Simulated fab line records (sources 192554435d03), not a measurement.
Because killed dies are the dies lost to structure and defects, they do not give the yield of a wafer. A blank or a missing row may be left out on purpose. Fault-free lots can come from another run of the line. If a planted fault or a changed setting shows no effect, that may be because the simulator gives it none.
fab line records | flow n5Finfet
record lots=6 wafers=18 lastDay=17
route steps=1938 shown BEOL_M6@1239 PASSIVATION@1936
lots with no fault: from the same line, run without faults
startH: start of the lot's first displayed wafer, in hours after the record's first day | waitH: hours elapsed since this lot's preceding step | " identical to the entry in the row above | L1.1+2: a row that stands for several wafers | - no value, or no start given | * or withheld: withheld | < > ~ a bound
route shown NAME@n: NAME is a module with steps in the file, n the number in the route of the first one | usual: mean and standard deviation over wafers with no fault | same: alike in all rows | chamber/n: place in a boat | sites: readings site by site | _std_site: the values' standard deviation | _edge_site: outer sites' mean less inner sites' | radiusMm: how far each site lies from the wafer's centre | mask NAME#n: copy n | behind: the last tool/chamber to shape the wafer | hold: cause of the lot's hold/its duration in hours/its outcome | device: whichever transistor did not switch (one of n, p or np) | end of line: tests run on the same wafers once the route is complete | a step given without rows: its recipe and nothing more | killed: not the wafer's yield, but the dies lost to structure and defects at the first sort | map: shows each die of a wafer: x if killed, . if not, _ if none is there
set.NAME: the setting as run; set.NAME@STEP: as run at that earlier step | model.NAME: the simulator's own value behind a step, which no gauge read
a table for each step, a row for each wafer; lots at some steps of the route
services: the hour from which a tool's chamber was out of use, counted from the record's first day as startH (under 0 if before that day), plus the number of hours and why
## steps
# step N5_BEOL_M6_TRENCH_ETCH_37
# recipe chemistry=C4F6/O2 targetDepthA=944.35 target=SiCOH_lowk timeS=31.5 ionEnergyEv=250 pressureMtorr=30 sourceW=345 biasW=185 Ar_flow_sccm=300 C4F6_flow_sccm=10 O2_flow_sccm=10
# step N5_BEOL_M6_ETCH_41
# recipe chemistry=CH3F/O2 target=SiCN targetDepthA=297 taperDeg=2 timeS=52 ionEnergyEv=120 maskMaterial=TiN pressureMtorr=30 sourceW=395 biasW=75 Ar_flow_sccm=150 CH3F_flow_sccm=30 O2_flow_sccm=20
# usual drypumpMotorCurrentA=5.7/0.42 oesProductAu=0.79/0.089 rfVppV=297.1/1.7 showerheadPlenumPTorr=1.99/0.069 throttleValvePct=16.29/0.16
# columns lot.wafer tool chamber startH waitH drypumpMotorCurrentA oesProductAu rfHoursCounterH rfVppV showerheadPlenumPTorr throttleValvePct
L560.2 rieDiel-05 1 - - 5.2 0.72 188 297.6 1.99 16.40
L560.4 " 3 " " 5.2 0.94 - 296.7 1.96 16.33
L560.5 " 0 " " 5.7 0.72 - 297.4 1.98 16.40
L563.1 rieDiel-06 2 - - 5.6 0.93 8 300.3 2.12 15.98
L563.4 " 3 " " 6.4 0.70 211 295.8 1.90 16.37
L563.6 " 2 " " 5.6 0.93 - 301.2 2.12 15.98
L572.3 rieDiel-06 1 - - 5.4 0.75 169 296.7 1.98 16.09
L572.5 " 1 " " 5.4 0.75 - 297.6 1.98 16.09
L572.6 " 2 " " 5.6 0.89 - 298.9 2.12 16.02
L573.2 rieDiel-03 3 - - 5.6 0.84 74 297.5 1.94 16.28
L573.3 " 1 " " 5.3 0.90 40 299.2 2.03 16.27
L573.4 " 2 " " 6.2 0.72 203 293.8 1.90 16.44
L582.3 rieDiel-03 0 - - 6.1 0.76 154 294.3 1.92 16.48
L582.4 " 3 " " 5.6 0.81 92 295.2 1.94 16.29
L582.6 " 0 " " 6.1 0.75 - 295.0 1.92 16.46
L583.3 rieDiel-03 0 - - 6.1 0.76 155 294.1 1.92 16.45
L583.4 " 3 " " 5.6 0.81 92 296.1 1.94 16.27
L583.6 " 3 " " 5.6 0.82 - 295.3 1.94 16.28
# step N5_BEOL_M6_STRIP_80
# recipe chemistry=N2/H2 timeS=10 powerW=450 tempC=40 pressureMtorr=20 rfFrequencyHz=6e+07 biasPowerW=7 n2FlowSccm=200 h2FlowSccm=200
# usual drypumpMotorCurrentA=5.7/0.42 oesProductAu=0.79/0.091 rfVppV=59.1/0.9 showerheadPlenumPTorr=2.52/0.094 tempC=40.00/0.11 throttleValvePct=23.55/0.25
# columns lot.wafer tool chamber startH waitH drypumpMotorCurrentA oesProductAu rfHoursCounterH rfVppV showerheadPlenumPTorr tempC throttleValvePct
L560.2 rieDiel-05 1 - - 5.2 0.72 188 59.1 2.52 40.02 23.72
L560.4 " 3 " " 5.2 0.93 - 58.8 2.48 40.02 23.79
L560.5 " 0 " " 5.7 0.71 - 57.7 2.52 40.02 23.59
L563.1 rieDiel-06 2 - - 5.7 0.94 8 59.7 2.71 39.89 23.27
L563.4 " 3 " " 6.4 0.69 211 58.9 2.40 39.97 23.40
L563.6 " 2 " " 5.6 0.93 - 60.2 2.71 39.85 23.27
L572.3 rieDiel-06 1 - - 5.4 0.74 169 59.0 2.52 39.89 23.12
L572.5 " 1 " " 5.4 0.74 - 58.6 2.52 40.02 23.11
L572.6 " 2 " " 5.7 0.89 - 59.8 2.70 40.06 23.28
L573.2 rieDiel-03 3 - - 5.6 0.85 74 59.9 2.47 39.90 23.58
L573.3 " 1 " " 5.3 0.90 40 58.2 2.59 39.80 23.86
L573.4 " 2 " " 6.2 0.71 203 59.1 2.43 39.99 23.87
L582.3 rieDiel-03 0 - - 6.1 0.76 154 58.8 2.42 39.93 23.47
L582.4 " 3 " " 5.6 0.82 92 60.0 2.46 39.85 23.62
L582.6 " 0 " " 6.1 0.75 - 59.4 2.42 39.99 23.49
L583.3 rieDiel-03 0 - - 6.1 0.76 155 58.2 2.42 39.98 23.47
L583.4 " 3 " " 5.6 0.82 92 59.5 2.46 40.13 23.61
L583.6 " 3 " " 5.6 0.83 - 59.0 2.46 40.14 23.62
# step N5_BEOL_M6_OCD_MEAS_38
# usual trenchDepthNm=94.8/1.5
# columns lot.wafer tool chamber startH waitH trenchDepthNm
L560.2 ocd-02 - 178.98 - 91.9
L560.4 " - " " 98.2
L560.5 " - " " 94.8
L563.1 ocd-02 - 210.22 - 93.0
L563.4 " - " " 94.3
L563.6 " - " " 93.4
L572.3 ocd-01 - 257.92 - 95.7
L572.5 " - " " 96.0
L572.6 " - " " 93.0
L573.2 ocd-01 - 266.27 - 94.7
L573.3 " - " " 95.9
L573.4 " - " " 96.3
L582.3 ocd-01 - 325.78 - 95.3
L582.4 " - " " 94.7
L582.6 " - " " 94.5
L583.3 ocd-01 - 326.18 - 94.3
L583.4 " - " " 94.7
L583.6 " - " " 94.4
# step N5_BEOL_M6_HM_STRIP_39
# recipe chemistry=peroxideTinStrip material=TiN targetDepthA=250 tempC=50 timeS=158
# step N5_BEOL_M6_SRD_40
# recipe timeS=30 tempC=23 rinseLiquid=diw dry=ipaMarangoni
# step N5_BEOL_M6_PRECLEAN_42
# recipe chemistry=residueRemover timeS=60 tempC=40
# step N5_BEOL_M6_SRD_43
# recipe timeS=30 tempC=23 rinseLiquid=diw dry=ipaMarangoni
# step N5_BEOL_M6_CD_MEAS_35
# recipe targetCdNm=40 targetCdYNm=28 polarity=opening
# usual cdNm=40.3/0.63
# columns lot.wafer tool chamber startH waitH cdNm
L560.2 cdSem-02 - 179.14 0.0 39.4
L560.4 " - " " 40.3
L560.5 " - " " 39.9
L563.1 cdSem-01 - 210.37 0.0 39.7
L563.4 " - " " 39.8
L563.6 " - " " 40.0
L572.3 cdSem-03 - 258.07 0.0 39.5
L572.5 " - " " 40.2
L572.6 " - " " 41.8
L573.2 cdSem-02 - 266.42 0.0 39.2
L573.3 " - " " 39.4
L573.4 " - " " 40.1
L582.3 cdSem-03 - 325.93 0.0 40.5
L582.4 " - " " 40.5
L582.6 " - " " 40.3
L583.3 cdSem-02 - 326.33 0.0 40.1
L583.4 " - " " 40.4
L583.6 " - " " 40.8
# step N5_BEOL_M6_CURE_75
# recipe tempC=370 timeS=120 ambient=DMADMS/He material=SiCOH_lowk
# step N5_BEOL_M6_DEGAS_44
# recipe ambient=vacuum tempC=250 timeS=60
# usual heaterPowerW=372/45
# columns lot.wafer tool chamber startH waitH heaterPowerW
L560.2 pvdSputter-01 - 180.03 0.6 421
L560.4 " - " " 336
L560.5 " - " " 365
L563.1 pvdSputter-02 - 210.90 0.3 310
L563.4 " - " " 360
L563.6 " - " " 300
L572.3 pvdSputter-03 - 258.43 0.2 280
L572.5 " - " " 275
L572.6 " - " " 310
L573.2 pvdSputter-02 - 267.11 0.5 356
L573.3 " - " " 303
L573.4 " - " " 462
L582.3 pvdSputter-02 - 326.77 0.5 306
L582.4 " - " " 458
L582.6 " - " " 460
L583.3 pvdSputter-01 - 326.87 0.4 333
L583.4 " - " " 360
L583.6 " - " " 353
# step N5_BEOL_M6_PRE_CLEAN_45
# recipe gas=H2/He timeS=30 tempC=250
# usual heaterPowerW=372/46
# columns lot.wafer tool chamber startH waitH heaterPowerW
L560.2 pvdSputter-01 - 180.07 0.0 417
L560.4 " - " " 334
L560.5 " - " " 365
L563.1 pvdSputter-02 - 210.94 0.0 310
L563.4 " - " " 357
L563.6 " - " " 316
L572.3 pvdSputter-03 - 258.47 0.0 277
L572.5 " - " " 272
L572.6 " - " " 315
L573.2 pvdSputter-02 - 267.15 0.0 359
L573.3 " - " " 305
L573.4 " - " " 457
L582.3 pvdSputter-02 - 326.81 0.0 306
L582.4 " - " " 453
L582.6 " - " " 463
L583.3 pvdSputter-01 - 326.91 0.0 339
L583.4 " - " " 351
L583.6 " - " " 342
# step N5_BEOL_M6_ALD_77
# recipe material=TaN targetThkA=20 tempC=275 aldPrecursorFamily=PDMAT aldCoReactant=NH3 pressureTorr=3 carrierFlowSccm=1500 pulseTimeS=2 purgeTimeS=3 coReactantPurgeTimeS=2 coReactantPulseTimeS=3 aldCycles=40 precursorVesselTempC=75 precursorVesselPressureTorr=26.25 precursorVesselCarrierSccm=1000
# usual coReactantPulseTimeS=3/0 heaterPowerW=413/39
# columns lot.wafer tool chamber startH waitH coReactantPulseTimeS heaterPowerW
L560.2 aldMetal-01 1 180.13 0.0 3 445
L560.4 " 2 " " 3 355
L560.5 " 0 " " 3 460
L563.1 aldMetal-02 3 211.00 0.0 3 357
L563.4 " 0 " " 3 405
L563.6 " 1 " " 3 426
L572.3 aldMetal-02 0 258.53 0.0 1.6841 403
L572.5 " 2 " " 3 384
L572.6 " 1 " " 3 418
L573.2 aldMetal-02 1 267.32 0.1 3 414
L573.3 " 2 " " 1.6841 394
L573.4 " 3 " " 1.6841 363
L582.3 aldMetal-01 0 326.87 0.0 3 456
L582.4 " 3 " " 3 351
L582.6 " 0 " " 3 462
L583.3 aldMetal-03 0 326.97 0.0 3 446
L583.4 " 1 " " 3 431
L583.6 " 1 " " 3 433
# step N5_BEOL_M6_SURFACE_TREAT_79
# recipe gas=Ar timeS=* ionEnergyEv=* ionCurrentMaCm2=0.5 pressureMtorr=* arFlowSccm=30
# usual throttleValvePct=*
# columns lot.wafer tool chamber startH waitH throttleValvePct
L560.2 pvdSputter-01 - 180.71 0.4 *
L560.4 " - " " *
L560.5 " - " " *
L563.1 pvdSputter-02 - 211.32 0.2 *
L563.4 " - " " *
L563.6 " - " " *
L572.3 pvdSputter-03 - 258.97 0.3 *
L572.5 " - " " *
L572.6 " - " " *
L573.2 pvdSputter-01 - 267.61 0.2 *
L573.3 " - " " *
L573.4 " - " " *
L582.3 pvdSputter-01 - 327.21 0.2 *
L582.4 " - " " *
L582.6 " - " " *
L583.3 pvdSputter-01 - 327.33 0.2 *
L583.4 " - " " *
L583.6 " - " " *
# step N5_PASSIVATION_PROBE_49
# usual defectLimitedYield=91.3/1.5 killed_at_M0_to_M3=34/11 killed_at_M4_up=14/6.1 killedAtContacts=12/5.9 killedAtFrontEnd=39/11 killedAtOther=4/3.3 killedDies=102/18 killedOpen=67/13 killedShort=33/7.9 sort_bin_5_function=5.1/1 sort_bin_6_memory=3.3/0.7 sort_bin_8_speed=0.1/0.69 sortNPass=1077/19 sortYieldPct=91.3/1.6
# same grossDies=1180 killedAtBackSide=0 sort_bin_4_leakage[%]=0
# columns lot.wafer tool chamber startH waitH defectLimitedYield[%] killed_at_M0_to_M3 killed_at_M4_up killedAtContacts killedAtFrontEnd killedAtOther killedDies killedOpen killedShort sort_bin_5_function[%] sort_bin_6_memory[%] sort_bin_8_speed[%] sortNPass sortYieldPct[%]
L563.1 prober-02 - 288.96 0.0 92.8 40 10 10 25 0 85 54 25 3.1 3.6 0 1095 92.8
L563.4 prober-02 - 289.11 0.2 90.3 58 11 9 34 2 114 63 51 5.3 3.7 0 1066 90.3
L563.6 prober-02 - 289.21 0.3 92.3 32 10 5 44 0 91 64 27 4.6 2.6 0.1 1088 92.2
L573.2 prober-02 - 348.25 0.1 93.4 23 11 8 32 4 78 48 30 4.5 1.9 0 1102 93.4
L573.3 prober-02 - 348.30 0.1 91.7 29 14 6 36 13 98 63 32 4.5 3.4 0 1082 91.7
L573.4 prober-02 - 348.35 0.2 91.4 38 12 6 38 8 102 71 30 5.3 2.9 0 1078 91.4
L582.3 prober-01 - 405.57 0.1 89.5 48 13 19 43 1 124 90 34 5.8 4.4 0 1056 89.5
L582.4 prober-01 - 405.62 0.2 92.2 37 10 6 34 5 92 58 32 4.7 2.7 0 1088 92.2
L582.6 prober-01 - 405.72 0.3 87.7 42 34 28 35 6 145 96 48 8.1 4.1 0 1035 87.7
# killed by level:class
L563.1 BEOL_M3:geometricParticle:open=11 MOL_CONTACT_COAG:geometricParticle:open=9 BEOL_M0_SAQP:geometricParticle:short=8 BEOL_M0_SAQP:geometricParticle:open=8 FIN_SAQP:geometricParticle:short=7 BEOL_M0:geometricParticle:open=5 HKMG_FIN:areaEtch=5 STI_FIN_REVEAL:geometricParticle:open=4
L563.4 BEOL_M0_SAQP:geometricParticle:short=21 BEOL_M0_SAQP:geometricParticle:open=16 FIN_SAQP:geometricParticle:short=9 BEOL_M3:geometricParticle:open=8 MOL_CONTACT_COAG:geometricParticle:open=7 BEOL_M4:geometricParticle:open=6 BEOL_M2:geometricParticle:open=6 FIN_SAQP:geometricParticle:open=4
L563.6 STI_FIN_REVEAL:geometricParticle:open=18 BEOL_M3:geometricParticle:open=10 BEOL_M4:geometricParticle:open=6 FIN_SAQP:geometricParticle:open=5 MOL_CONTACT_COAG:geometricParticle:open=5 BEOL_M0_SAQP:geometricParticle:short=5 BEOL_M0_SAQP:geometricParticle:open=5 BEOL_M2:geometricParticle:open=5
L573.2 STI_FIN_REVEAL:geometricParticle:open=9 BEOL_M3:geometricParticle:open=9 MOL_CONTACT_COAG:geometricParticle:open=6 STI_FIN_REVEAL:geometricParticle:short=4 ILD0:geometricParticle:short=4 BEOL_M4:geometricParticle:open=4 FIN_SAQP:geometricParticle:short=3 BEOL_M0_SAQP:geometricParticle:open=3
L573.3 STI_FIN_REVEAL:geometricParticle:open=13 BEOL_M0_SAQP:geometricParticle:short=11 BEOL_M0_SAQP:geometricParticle:open=9 FIN_SAQP:geometricParticle:open=5 MOL_CONTACT_COAG:geometricParticle:open=5 FIN_SAQP:geometricParticle:short=4 BEOL_M3:geometricParticle:open=4 STARTING-WAFER:geometricParticle:open=4
L573.4 STI_FIN_REVEAL:geometricParticle:open=15 BEOL_M0_SAQP:geometricParticle:short=10 BEOL_M3:geometricParticle:open=8 BEOL_M0_SAQP:geometricParticle:open=7 FIN_SAQP:geometricParticle:open=6 MOL_CONTACT_COAG:geometricParticle:open=5 BEOL_M1:geometricParticle:open=5 STARTING-WAFER:geometricParticle:short=5
L582.3 MOL_CONTACT_COAG:geometricParticle:open=16 BEOL_M0_SAQP:geometricParticle:short=10 STI_FIN_REVEAL:geometricParticle:open=10 BEOL_M0_SAQP:geometricParticle:open=10 FIN_SAQP:geometricParticle:open=9 BEOL_M1:geometricParticle:open=8 BEOL_M2:geometricParticle:open=7 GATE_CUT:geometricParticle:short=6
L582.4 BEOL_M2:geometricParticle:open=7 BEOL_M0_SAQP:geometricParticle:open=7 BEOL_M1:geometricParticle:open=7 FIN_SAQP:geometricParticle:open=6 BEOL_M3:geometricParticle:open=5 STI_FIN_REVEAL:geometricParticle:open=5 GATE_CUT:geometricParticle:short=5 BEOL_M0_SAQP:geometricParticle:short=5
L582.6 MOL_CONTACT_COAG:geometricParticle:open=23 BEOL_M4:geometricParticle:open=18 BEOL_M3:geometricParticle:open=11 BEOL_M0_SAQP:geometricParticle:short=9 BEOL_M2:geometricParticle:open=7 STI_FIN_REVEAL:geometricParticle:open=6 FIN_SAQP:geometricParticle:short=5 DUMMY_GATE:geometricParticle:open=5
## services
# columns tool chamber startH hours kind
rieDiel-06 2 158.01 - clean
rieDiel-06 2 158.01 - consumableReplace:focusRing
rieDiel-06 2 158.01 - consumableReplace:showerhead
rieDiel-06 2 158.01 24.5 scheduledDown
rieDiel-06 2 158.01 24.5 ventCycle
rieDiel-05 2 169.34 16.3 repair
rieDiel-05 0 170.33 5.8 repair
aldMetal-03 3 219.06 25.0 repair
rieDiel-06 0 219.61 - clean
rieDiel-06 0 219.61 - consumableReplace:focusRing
rieDiel-06 0 219.61 23.5 scheduledDown
rieDiel-06 0 219.61 23.5 ventCycle
rieDiel-03 0 223.19 7.0 repair
rieDiel-06 3 249.82 7.8 repair
rieDiel-06 1 268.25 3.5 repair
aldMetal-02 3 271.11 12.5 repair
aldMetal-03 3 274.16 3.4 repair
rieDiel-05 1 280.42 2.5 repair
pvdSputter-01 - 290.79 0.8 repair
pvdSputter-01 - 294.87 7.9 repair
aldMetal-01 - 294.99 2.7 repair
aldMetal-02 2 307.98 22.7 repair
rieDiel-06 3 326.48 - clean
rieDiel-06 3 326.48 - consumableReplace:focusRing
## key
firstSign step=N5_BEOL_M6_ALD_77 reading=coReactantPulseTimeS direction=down sigmas=99+ usual=* struck=*
effect none on later readings
metAt N5_BEOL_M6_ALD_77
struckWafers L572.3,L573.3,L573.4
onsetBetween 211.00 258.53
fault kind=processParameterDrift tool=aldMetal-02 chamber=- onsetH=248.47 steps=N5_BEOL_M6_ALD_77 channel=coReactantPulseTimeS offset=* shape=step endH=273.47 scope=struckWafersOnly actsIn=* stated=*
